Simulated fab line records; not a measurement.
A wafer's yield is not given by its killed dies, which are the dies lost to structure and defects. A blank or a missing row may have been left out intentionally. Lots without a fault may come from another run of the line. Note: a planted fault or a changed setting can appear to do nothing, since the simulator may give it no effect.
A struck lot beside a sound one | flow n5_finfet | 15 out of 1938 route steps
Sound: the wafers L469.3, L469.4, L469.6. Wafers struck: L480.1, L480.4, L480.6. The cause comes at the end.
Order at every step that has rows: each side's tool, ch and its chambers, its first start. Under that, the readings that differ: sound wafers | struck wafers | difference of the means | sigmas: that difference in standard deviations of wafers without a fault.
alike: same words and numbers on both sides, and readings whose means sit less than 2 such deviations apart. not compared: any withheld reading, any reading some wafer has no value for, any bound like >300 that may hide the same value, and any number with overlapping values for which the record gives no deviation.
The two part at a step that has a row with sigmas, a row that says differs or no value, or rows on one side only. Non-overlapping numbers with no deviation appear without sigmas and do not part them. A reading that every wafer of one side lacks parts them only if that side has two wafers or more.

first, 7 steps without rows for these wafers: N5_PASSIVATION_COAT_38; N5_PASSIVATION_EBR_40; N5_PASSIVATION_SOFTBAKE_39 (time 120 s); N5_PASSIVATION_EXPOSE_41 (exposes mask PASS OPEN, defocus 0 nm, target cd 40000 nm); N5_PASSIVATION_PEB_42; N5_PASSIVATION_DEVELOP_43 (develop time 60 s); N5_PASSIVATION_HARDBAKE_45 (time 120 s).
N5_PASSIVATION_CD_MEAS_44 targets a cd of 40000 nm.
  sound on cd_sem-01 ch 0, day 13 03:05; struck on cd_sem-03 ch 0, day 16 09:07
  alike: cd_nm
N5_PASSIVATION_OVL_MEAS_66:
  sound on overlay-01 ch 0, day 13 03:07; struck on overlay-02 ch 0, day 16 09:09
  alike: PASS_OPEN_OVL
N5_PASSIVATION_INSPECT_67: inspects for defects (macro).
  sound: defect_inspect-02 at day 13 03:08; struck: defect_inspect-01 at day 16 09:11
  alike: raw_defect_count
N5_PASSIVATION_DESCUM_46: chemistry O2, time 7.9 s.
  sound on rie_diel-06 ch 1,2, day 13 03:10; struck on rie_diel-03 ch 0,1,3, day 16 09:13
  alike: drypump_motor_current_A, o2_flow_sccm, oes_product_au, rf_vpp_V, showerhead_plenum_p_Torr, throttle_valve_pct
  not compared: rf_hours_counter_h
N5_PASSIVATION_PASS_ETCH_47: etches SiNx in CF4/O2, target depth 770 nm, time 385 s.
  sound on rie_diel-06 ch 1,2, day 13 03:13; struck on rie_diel-03 ch 0,1,3, day 16 09:14
  alike: bias_w, drypump_motor_current_A, oes_ar_750_au, oes_product_au, rf_vpp_V, showerhead_plenum_p_Torr, throttle_valve_pct
  not compared: rf_hours_counter_h
N5_PASSIVATION_ETCH_54: etches SiO2 in CHF3/O2, target depth 880 nm, time 440 s.
  sound on rie_diel-06 ch 1,2, day 13 03:26; struck on rie_diel-03 ch 0,1,3, day 16 09:28
  reading    | sound             | struck            | difference | sigmas
  bias_w (W) | 170.4 170.2 170.5 | 157.3 157.8 157.2 | -12.9      | -24
  alike: drypump_motor_current_A, oes_ar_750_au, oes_product_au, rf_vpp_V, showerhead_plenum_p_Torr, throttle_valve_pct
  not compared: rf_hours_counter_h
N5_PASSIVATION_STRIP_48: strips in O2.
  sound on rie_diel-06 ch 1,2, day 13 03:44; struck on rie_diel-03 ch 0,1,3, day 16 09:46
  alike: drypump_motor_current_A, o2_flow_sccm, oes_product_au, rf_vpp_V, showerhead_plenum_p_Torr, throttle_valve_pct
  not compared: rf_hours_counter_h
N5_PASSIVATION_PROBE_49:
  the record holds rows for the sound wafers here (prober-02, day 13 06:20) but none for the struck ones

## WHERE THEY PART
At N5_PASSIVATION_ETCH_54 first; at N5_PASSIVATION_PROBE_49 last (within this record only).

WHY: what had been put in by the simulator
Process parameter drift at N5_PASSIVATION_ETCH_54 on rie_diel-03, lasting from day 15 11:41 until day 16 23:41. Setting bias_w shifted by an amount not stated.
